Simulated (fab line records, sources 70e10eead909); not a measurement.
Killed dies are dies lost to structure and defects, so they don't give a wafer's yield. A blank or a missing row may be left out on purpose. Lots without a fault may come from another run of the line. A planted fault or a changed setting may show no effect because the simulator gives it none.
fab line records | flow nand_harc
record lots=6 wafers=18 last_day=34
route steps=1302 shown A_CHANNEL_HOLE_D1@454 END@1302
lots that met no fault: from a run of the same line without faults
start_h: hours from the record's first day to the start of the lot's first wafer shown | wait_h: hours since the lot's step before | " the same as in the row above | L1.1+2: a row that stands for several wafers | - no value, or no start given | * or withheld: withheld | < > ~ a bound
route shown NAME@n: a module of which the file shows steps, and the number in the route of the first | usual: mean/standard deviation of fault-free wafers | same: alike in all rows | chamber/n: place in a boat | sites: the reading at each site | _std_site: their standard deviation | _edge_site: outer sites' mean less inner sites' | radius_mm: how far each site lies from the wafer's centre | mask NAME#n: copy n | behind: the tool/chamber that last shaped the wafer | hold: why the lot was held/for how many hours/how that ended | device: the transistor (n, p or np) that didn't switch | end of line: the same wafers' tests at the end of the route | a step without rows: its recipe alone | killed: dies lost to structure and defects at the first sort, not the wafer's yield | map: a wafer's dies, x killed, . not, _ none there
set.NAME: the setting as run; set.NAME@STEP: as run at that earlier step | model.NAME: the simulator's own value behind a step, which no gauge read
lots at some steps of the route; a table a step, a row a wafer
services: from which hour (start_h, from the record's first day; less than 0 if before it) a tool's chamber was out of use, for how many hours, and why
## steps
# step NHARC_A_CHANNEL_HOLE_D1_COAT_36
# recipe temp_c=260 time_s=75
# step NHARC_A_CHANNEL_HOLE_D1_COAT_37
# recipe temp_c=225 time_s=65
# step NHARC_A_CHANNEL_HOLE_D1_COAT_04
# recipe spin_rpm=1500 resist_thk_nm=90
# step NHARC_A_CHANNEL_HOLE_D1_SOFTBAKE_05
# recipe temp_c=105 time_s=55
# step NHARC_A_CHANNEL_HOLE_D1_EBR_06
# step NHARC_A_CHANNEL_HOLE_D1_EXPOSE_07
# recipe na=1.35 target_cd_nm=100 sigma_outer=0.3 dose_mj=59.65 mask_id=HOLE_D1
# step NHARC_A_CHANNEL_HOLE_D1_PEB_08
# recipe peb_temp_c=100 peb_time_s=65
# step NHARC_A_CHANNEL_HOLE_D1_DEVELOP_09
# recipe develop_time_s=35 dev_temp_c=23
# step NHARC_A_CHANNEL_HOLE_D1_CD_MEAS_10
# recipe target_cd_nm=100 landing_energy_ev=500
# usual cd_nm=100.1/0.43
# columns lot.wafer tool chamber start_h wait_h cd_nm
L374.2 cd_sem-01 0 202.23 - 100.5
L374.3 " 0 " " 100.8
L374.4 " 0 " " 100.9
L378.2 cd_sem-02 0 239.14 - 100.5
L378.3 " 0 " " 100.2
L378.6 " 0 " " 101.0
L388.1 cd_sem-03 0 337.84 - 99.5
L388.2 " 0 " " 99.4
L388.6 " 0 " " 99.3
L389.3 cd_sem-02 0 341.52 - 100.2
L389.4 " 0 " " 99.5
L389.5 " 0 " " 100.1
L392.2 cd_sem-02 0 382.04 - 100.2
L392.5 " 0 " " 100.5
L392.6 " 0 " " 100.7
L395.3 cd_sem-03 0 415.79 - 99.7
L395.5 " 0 " " 100.1
L395.6 " 0 " " 99.8
# step NHARC_A_CHANNEL_HOLE_D1_OVL_MEAS_11
# usual overlay_x_nm=-0.1/0.7 overlay_y_nm=-0.1/0.76
# columns lot.wafer tool chamber start_h wait_h overlay_x_nm overlay_y_nm
L374.2 overlay-01 - 202.31 - 0.7 -0.7
L374.3 " - " " 0.8 -0.4
L374.4 " - " " 1.2 -0.6
L378.2 overlay-02 - 239.23 - -0.9 0.6
L378.3 " - " " -0.1 1.1
L378.6 " - " " -0.2 0.5
L388.1 overlay-01 - 337.93 - -0.2 0.5
L388.2 " - " " -0.9 -0.1
L388.6 " - " " -1.0 0.5
L389.3 overlay-01 - 341.61 - -1.9 -1.5
L389.4 " - " " -2.3 -0.8
L389.5 " - " " -2.0 -1.4
L392.2 overlay-01 - 382.13 - -0.2 0.1
L392.5 " - " " -0.2 0.4
L392.6 " - " " 0.0 0.3
L395.3 overlay-01 - 415.88 - -0.3 0.1
L395.5 " - " " -0.4 0.7
L395.6 " - " " -0.3 0.9
# step NHARC_A_CHANNEL_HOLE_D1_INSPECT_12
# usual raw_defect_count=6.0/2.9
# columns lot.wafer tool chamber start_h wait_h raw_defect_count
L374.2 defect_inspect-02 - 202.35 0.0 12
L374.3 " - " " 6
L374.4 " - " " 3
L378.2 defect_inspect-02 - 239.27 0.0 8
L378.3 " - " " 4
L378.6 " - " " 6
L388.1 defect_inspect-02 - 337.96 0.0 4
L388.2 " - " " 9
L388.6 " - " " 0
L389.3 defect_inspect-02 - 341.64 0.0 6
L389.4 " - " " 7
L389.5 " - " " 7
L392.2 defect_inspect-02 - 382.16 0.0 7
L392.5 " - " " 4
L392.6 " - " " 7
L395.3 defect_inspect-01 - 415.91 0.0 2
L395.5 " - " " 3
L395.6 " - " " 3
# step NHARC_A_CHANNEL_HOLE_D1_DESCUM_15
# recipe time_s=3 o2_flow_sccm=200 ar_flow_sccm=0 bias_power_w=0 chemistry=O2
# usual drypump_motor_current_A=5.6/0.4 oes_product_au=1.002/0.0073 rf_vpp_V=57.9/0.82 showerhead_plenum_p_Torr=1.90/0.088 throttle_valve_pct=11.310/0.0093
# columns lot.wafer tool chamber start_h wait_h drypump_motor_current_A oes_product_au rf_hours_counter_h rf_vpp_V showerhead_plenum_p_Torr throttle_valve_pct
L374.4 rie_diel-08 3 202.42 0.1 5.6 0.997 0 57.4 2.03 11.320
L374.2 " 0 " " 5.4 0.999 0 57.1 1.80 11.329
L374.3 " 1 " " 5.9 0.999 0 56.2 1.82 11.289
L378.3 rie_diel-08 3 239.33 0.1 5.6 0.993 4 59.6 2.02 11.316
L378.2 " 0 " " 5.4 0.997 4 55.5 1.80 11.325
L378.6 " 1 " " 5.9 1.004 - 58.5 1.82 11.325
L388.2 rie_diel-08 0 338.04 0.1 5.4 1.012 12 58.9 1.80 11.320
L388.1 " 1 " " 5.9 1.003 12 56.7 1.82 11.309
L388.6 " 3 " " 5.6 1.006 - 58.5 2.02 11.310
L389.4 rie_diel-08 0 341.71 0.1 5.4 1.005 13 57.1 1.80 11.321
L389.3 " 2 " " 5.0 1.000 12 57.1 1.96 11.316
L389.5 " 0 " " 5.4 0.995 - 57.6 1.80 11.308
L392.2 rie_diel-04 3 382.24 0.1 5.7 1.001 7 59.0 1.80 11.306
L392.6 " 1 " " 6.3 0.995 - 58.4 1.91 11.309
L392.5 " 2 " " 6.0 1.005 - 58.9 1.82 11.302
L395.3 rie_diel-10 1 415.98 0.1 5.9 1.011 54 58.2 2.04 11.313
L395.5 " 1 " " 5.9 1.005 - 57.9 2.04 11.304
L395.6 " 3 " " 5.4 1.024 - 56.6 1.93 11.311
# step NHARC_A_CHANNEL_HOLE_D1_ETCH_38
# recipe target_depth_a=390 over_etch_frac=0.3 time_s=65 ion_energy_ev=80 cf4_flow_sccm=150 ar_flow_sccm=0 rf_w=300 bias_w=100 chemistry=CF4
# usual drypump_motor_current_A=5.6/0.38 oes_product_au=1.002/0.0059 rf_vpp_V=151.2/1.3 run_length_s=86.6/0.39 showerhead_plenum_p_Torr=1.76/0.078 throttle_valve_pct=13.283/0.0089
# same over_etch_frac=0.3
# columns lot.wafer tool chamber start_h wait_h drypump_motor_current_A oes_product_au rf_hours_counter_h rf_vpp_V run_length_s showerhead_plenum_p_Torr throttle_valve_pct
L374.3 rie_diel-08 2 202.49 0.1 5.0 1.006 0 151.7 86.2 1.81 13.296
L374.2 " 3 " " 5.6 0.998 0 153.4 86.8 1.86 13.282
L374.4 " 1 " " 5.9 1.006 0 150.0 87.2 1.69 13.283
L378.2 rie_diel-08 3 239.44 0.1 5.6 1.008 4 151.7 87.0 1.86 13.277
L378.3 " 0 " " 5.4 1.008 4 149.4 86.0 1.67 13.276
L378.6 " 0 " " 5.4 1.002 - 151.2 86.1 1.67 13.276
L388.1 rie_diel-08 0 338.12 0.1 5.4 0.990 13 151.4 69.5 1.67 13.286
L388.2 " 1 " " 5.9 0.997 12 150.5 86.4 1.69 13.292
L388.6 " 3 " " 5.6 0.998 - 152.0 87.4 1.86 13.287
L389.4 rie_diel-08 0 341.79 0.1 5.4 1.003 13 149.9 69.5 1.67 13.273
L389.3 " 1 " " 5.9 1.012 13 150.0 86.5 1.69 13.266
L389.5 " 0 " " 5.4 1.005 - 149.8 69.6 1.67 13.286
L392.2 rie_diel-04 0 382.31 0.1 5.4 1.000 7 149.8 86.6 1.73 13.288
L392.6 " 0 " " 5.4 1.010 - 152.6 86.6 1.73 13.303
L392.5 " 1 " " 6.4 0.994 - 152.3 86.9 1.76 13.278
L395.3 rie_diel-10 3 416.09 0.1 5.4 1.002 56 152.9 86.3 1.78 13.276
L395.5 " 2 " " 6.3 1.002 - 149.8 86.9 1.70 13.266
L395.6 " 3 " " 5.4 1.004 - 151.3 86.7 1.78 13.276
# step NHARC_A_CHANNEL_HOLE_D1_ETCH_39
# recipe target_depth_a=2600 over_etch_frac=0.3 time_s=325 ion_energy_ev=200 n2_flow_sccm=150 h2_flow_sccm=150 ar_flow_sccm=0 rf_w=400 bias_w=150 chemistry=N2/H2
# usual drypump_motor_current_A=5.6/0.4 oes_product_au=1.001/0.0064 rf_vpp_V=430.3/2.9 run_length_s=346.6/0.37 showerhead_plenum_p_Torr=2.03/0.097 throttle_valve_pct=14.171/0.0084
# same over_etch_frac=0.3
# columns lot.wafer tool chamber start_h wait_h drypump_motor_current_A oes_product_au rf_hours_counter_h rf_vpp_V run_length_s showerhead_plenum_p_Torr throttle_valve_pct
L374.2 rie_diel-08 2 - - 5.0 1.000 0 431.7 345.9 2.10 14.176
L374.3 " 3 " " 5.6 0.998 0 434.0 347.0 2.16 14.170
L374.4 " 1 " " 5.9 0.993 0 427.6 346.7 1.94 14.168
L378.2 rie_diel-08 1 - - 5.9 1.000 4 427.2 346.8 1.94 14.164
L378.3 " 3 " " 5.6 0.995 4 435.0 347.0 2.16 14.166
L378.6 " 0 " " 5.4 0.988 - 426.9 346.1 1.92 14.191
L388.1 rie_diel-08 3 - - 5.6 1.007 12 434.5 346.9 2.16 14.161
L388.2 " 1 " " 5.9 0.999 12 427.8 346.7 1.93 14.162
L388.6 " 0 " " 5.4 1.002 - 429.0 346.1 1.91 14.168
L389.4 rie_diel-08 2 - - 5.0 1.001 12 432.6 346.0 2.09 14.174
L389.3 " 3 " " 5.6 1.004 13 434.0 347.6 2.16 14.165
L389.5 " 1 " " 5.9 0.998 - 426.7 346.6 1.93 14.174
L392.2 rie_diel-04 1 - - 6.4 1.006 5 429.9 346.8 2.03 14.164
L392.5 " 2 " " 6.0 1.003 - 426.9 346.5 1.93 14.175
L392.6 " 3 " " 5.7 0.994 - 426.9 346.5 1.92 14.171
L395.3 rie_diel-10 1 - - 5.9 1.000 54 433.1 346.8 2.17 14.172
L395.5 " 2 " " 6.4 0.993 - 427.3 346.8 1.95 14.178
L395.6 " 3 " " 5.3 1.006 - 431.3 346.3 2.06 14.165
# step NHARC_END_SORT_01
# recipe temp_c=25
# usual killed_at_array=63/18 killed_at_other=1.1/1.3 killed_at_periphery=4.3/2.8 killed_dies=68/18 killed_open=3.3/2 killed_short=2.4/1.6
# same gross_dies=677
# columns lot.wafer tool chamber start_h wait_h killed_at_array killed_at_other killed_at_periphery killed_dies killed_open killed_short
L374.2 prober-01 0 581.60 2.8 47 0 3 50 1 1
L374.3 prober-01 0 582.40 3.1 47 0 2 49 2 1
L374.4 prober-01 0 583.20 3.4 55 0 4 59 5 0
L388.1 prober-01 0 752.33 2.5 63 0 10 73 7 3
L389.4 prober-02 0 754.89 3.4 186 0 6 192 2 2
L389.5 prober-02 0 755.69 3.7 127 0 3 130 1 4
L395.3 prober-02 0 809.31 3.1 55 0 2 57 1 5
L395.5 prober-02 0 810.90 3.7 39 0 1 40 3 2
L395.6 prober-02 0 811.69 4.0 46 1 6 53 2 3
# killed by level:class
L374.2 A_CHANNEL_HOLE_D2:chamber_film_flake=32 A_CHANNEL_HOLE_D1:chamber_film_flake=7 P_CONTACT:chamber_film_flake=3 A_WL_FILL:chamber_film_flake=2 A_SGD_CUT:geometric_particle:short=1 A_M0:geometric_particle:open=1 A_ZERO_WELL:chamber_film_flake=1 A_STAIRCASE:chamber_film_flake=1
L374.3 A_CHANNEL_HOLE_D2:chamber_film_flake=31 A_CHANNEL_HOLE_D1:chamber_film_flake=8 P_CONTACT:chamber_film_flake=2 A_WL_FILL:chamber_film_flake=2 A_ONON_D2:geometric_particle:short=1 A_CHANNEL_FILL_D2:geometric_particle:open=1 A_STAIRCASE:geometric_particle:open=1 A_ZERO_WELL:chamber_film_flake=1
L374.4 A_CHANNEL_HOLE_D2:chamber_film_flake=36 A_CHANNEL_HOLE_D1:chamber_film_flake=6 A_WL_FILL:chamber_film_flake=5 A_STAIRCASE:chamber_film_flake=4 A_CHANNEL_FILL_D1:chamber_film_flake=2 P_GATE:geometric_particle:open=1 P_M0:geometric_particle:open=1 P_M1:geometric_particle:open=1
L388.1 A_CHANNEL_HOLE_D2:chamber_film_flake=16 A_CHANNEL_HOLE_D1:area_etch=15 A_CONTACT:chamber_film_flake=10 A_CHANNEL_HOLE_D1:chamber_film_flake=7 P_CONTACT:chamber_film_flake=6 A_WL_FILL:geometric_particle:open=3 A_SLIT:chamber_film_flake=3 A_STAIRCASE:chamber_film_flake=2
L389.4 A_CHANNEL_HOLE_D1:area_etch=106 A_SLIT:chamber_film_flake=33 A_CHANNEL_HOLE_D1:chamber_film_flake=30 P_CONTACT:chamber_film_flake=4 A_STAIRCASE:chamber_film_flake=3 A_SGD_CUT:chamber_film_flake=3 A_CONTACT:chamber_film_flake=3 A_DECK1_JOINT:chamber_film_flake=2
L389.5 A_CHANNEL_HOLE_D1:area_etch=66 A_CHANNEL_HOLE_D1:chamber_film_flake=28 A_SLIT:chamber_film_flake=21 A_WL_FILL:geometric_particle:short=3 A_CONTACT:chamber_film_flake=3 P_CONTACT:chamber_film_flake=2 A_SGD_CUT:chamber_film_flake=2 A_ONON_D2:geometric_particle:short=1
L395.3 A_SLIT:chamber_film_flake=35 A_STAIRCASE:chamber_film_flake=5 A_CONTACT:chamber_film_flake=4 A_CHANNEL_HOLE_D1:geometric_particle:short=2 A_ONON_D2:geometric_particle:short=2 P_ZERO_WELL:chamber_film_flake=2 A_WL_FILL:geometric_particle:short=1 A_M1:geometric_particle:open=1
L395.5 A_SLIT:chamber_film_flake=27 A_CONTACT:chamber_film_flake=3 A_CHANNEL_HOLE_D2:chamber_film_flake=2 P_M0:geometric_particle:open=1 A_DECK1_JOINT:geometric_particle:short=1 A_DECK1_JOINT:geometric_particle:open=1 A_STAIRCASE:geometric_particle:open=1 A_BLC:geometric_particle:short=1
L395.6 A_SLIT:chamber_film_flake=34 P_ZERO_WELL:chamber_film_flake=2 A_CHANNEL_HOLE_D1:chamber_film_flake=2 A_M1:chamber_film_flake=2 P_ZERO_WELL:geometric_particle:open=1 P_CONTACT:geometric_particle:short=1 P_M1:geometric_particle:open=1 A_CHANNEL_HOLE_D1:geometric_particle:short=1
# map L388.1 (x killed, . not)
____________.____________
_________....x.._________
_______..........._______
______x......x.....______
_____..............._____
____............x....____
____.................____
___....xx.............___
___....x..............___
__.....xxx.x...........__
__....x...x............__
_.....x.x........x......_
_.....xxx..............._
_......xxx...x.........._
_...x.x......x.........._
_....xxxx.x.x...x......._
................x........
.........x.......x.......
..x..x.xx....x........x..
.....x..........xx.......
.x.....x.x.....xx.x.x....
_....x.................._
_.x..............xx...x._
_.....x..........x......_
_........x.x.....xx....._
_.....x..........x.x...._
__....x......x.........__
__.....x...............__
___....x..............___
___..x....x...........___
____...............x.____
____.................____
_____..............._____
______.............______
_______..........._______
_________......._________
____________.____________
# map L389.4 (x killed, . not)
____________.____________
_________......._________
_______..........._______
______.............______
_____.........x....._____
____.x..............x____
____...............xx____
___....xxx...x.x..xxxx___
___...xx.xx..x...xxxx.___
__....xxxx.....x.x.xx..__
__.xx.x.xx.....xxxxxxxx__
_.....xxx.xx.xxx.x.xx..._
_..x....xx.x.x...x.x...._
_....xxx..x......xx....._
_.....xx.xxxxx.x...x...._
_.....xxxxxxx.x.x.x....._
...x.....xxxxxxxx...x....
.......xxxxx.xx.xxxx.....
........x.xx..x.xxxx..x..
....x..x...x.x.xxx.x.....
..x........x.xxxxx.xx....
_.......x.x..x.xxxx....._
_x......x.x..x.x.x......_
_..x.....x.xxx.x.xxx...._
_......xx.x...x.xx......_
_...........xxx.xxx..x.._
__.....x...x.x...x.....__
__.......xxxxxx.x......__
___..x.....x..x....x..___
___x.x.....x..........___
____.......x....x....____
____...x.............____
_____..x............_____
______x............______
_______..........._______
_________......._________
____________.____________
## services
# columns tool chamber start_h hours kind
rie_diel-08 - 190.84 9.0 pm
rie_diel-08 0 190.84 9.0 vent_cycle
rie_diel-08 1 190.84 9.0 vent_cycle
rie_diel-08 2 190.84 9.0 vent_cycle
rie_diel-08 3 190.84 9.0 vent_cycle
rie_diel-08 0 199.84 - clean
rie_diel-08 1 199.84 - clean
rie_diel-08 2 199.84 - clean
rie_diel-08 3 199.84 - clean
rie_diel-10 0 223.34 2.7 repair
rie_diel-08 1 224.02 5.3 repair
rie_diel-08 - 225.23 0.6 repair
rie_diel-08 2 229.07 11.2 repair
rie_diel-10 - 242.52 9.0 pm
rie_diel-08 3 243.09 5.8 repair
rie_diel-04 0 247.88 22.6 repair
rie_diel-04 0 278.73 4.4 repair
rie_diel-08 0 313.17 4.6 repair
rie_diel-10 0 318.55 4.5 repair
rie_diel-04 - 355.03 9.0 pm
rie_diel-08 - 367.84 9.0 pm
rie_diel-10 1 378.57 7.1 repair
rie_diel-08 0 390.75 2.5 repair
rie_diel-10 0 408.18 57.3 repair
## key
first_sign step=NHARC_A_CHANNEL_HOLE_D1_ETCH_38 reading=run_length_s direction=down sigmas=44 usual=* struck=*
effect step=NHARC_END_SORT_01 reading=killed_dies direction=up sigmas=3.5 usual=68 struck=132 wafers_moved=2
more_kills_born_at NHARC_A_CHANNEL_HOLE_D1_ETCH_38@rie_diel-08=187
met_at NHARC_A_CHANNEL_HOLE_D1_ETCH_38
struck_wafers L388.1,L389.4,L389.5
tester_left_out L388,L389
onset_between 239.44 338.12
fault kind=process_parameter_drift tool=rie_diel-08 chamber=0 onset_h=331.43 steps=NHARC_A_CHANNEL_HOLE_D1_ETCH_38 channel=time_s offset=* shape=step end_h=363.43 acts_in=* stated=*
# tester_left_out: of these lots the tester's yield and bins aren't shown, on N5 and GAA mostly nor the transistor test; their killed dies are dies lost to structure and defects alone, not to doping, threshold or leakage, so they don't give the yield
